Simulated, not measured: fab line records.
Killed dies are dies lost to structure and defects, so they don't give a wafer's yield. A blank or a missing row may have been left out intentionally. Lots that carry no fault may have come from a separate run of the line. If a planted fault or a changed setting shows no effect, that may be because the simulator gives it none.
Chamber matching	flow nand harc	3 sister chambers for NHARC_P_M2_ETCH_35 on rie diel-09
The step etches the open film in N2/H2, target depth 40 nm, overetch 12 nm, time 43.94 s. 6 wafers are shown with their chamber, then 7 later ones without.

## WAFERS PAIRED WITH THEIR CHAMBERS
wafer	chamber	rf vpp V (V)	oes product au (a.u.)
L300.2	0	429.4	0.986
L308.6	2	428.8	0.989
L312.1	3	426.0	0.995
L312.5	3	424.6	0.995
L312.6	0	430.6	0.990
L311.1	2	428.1	1.003

## WAFERS MISSING THEIR CHAMBER
wafer	rf vpp V (V)	oes product au (a.u.)
L311.3	425.4	1.009
L313.2	427.1	0.984
L313.5	428.7	0.997
L313.6	429.4	0.999
L314.1	427.3	0.983
L314.2	430.3	1.000
L314.4	426.4	0.998

## CHAMBER TAKEN BY EACH
wafer	from the rows above	in truth
L311.3	3	3
L313.2	can't be placed: 2 or 3 or 0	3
L313.5	can't be placed: 2 or 0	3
L313.6	can't be placed: 2 or 0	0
L314.1	can't be placed: 2 or 3 or 0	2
L314.2	can't be placed: 0 or 2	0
L314.4	can't be placed: 3 or 2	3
1 of 7 placed correctly. From these rows, 6 cannot be placed; in 5 the true chamber is one of the candidates. 0 placed wrongly.
How it was worked out, from the rows above alone: a wafer's distance from a chamber is the root of the sum, over the readings, of the square of ((its reading less the chamber's mean) divided by the reading's scatter). The wafer belongs to the nearest chamber; if the next one is less than 2 further off, it can't be placed. A chamber's mean is the mean of its shown wafers. How the scatter is found: for the shown wafers, subtract from each reading the mean of its chamber, square and add these, divide the total by (wafers less chambers), then take the root.
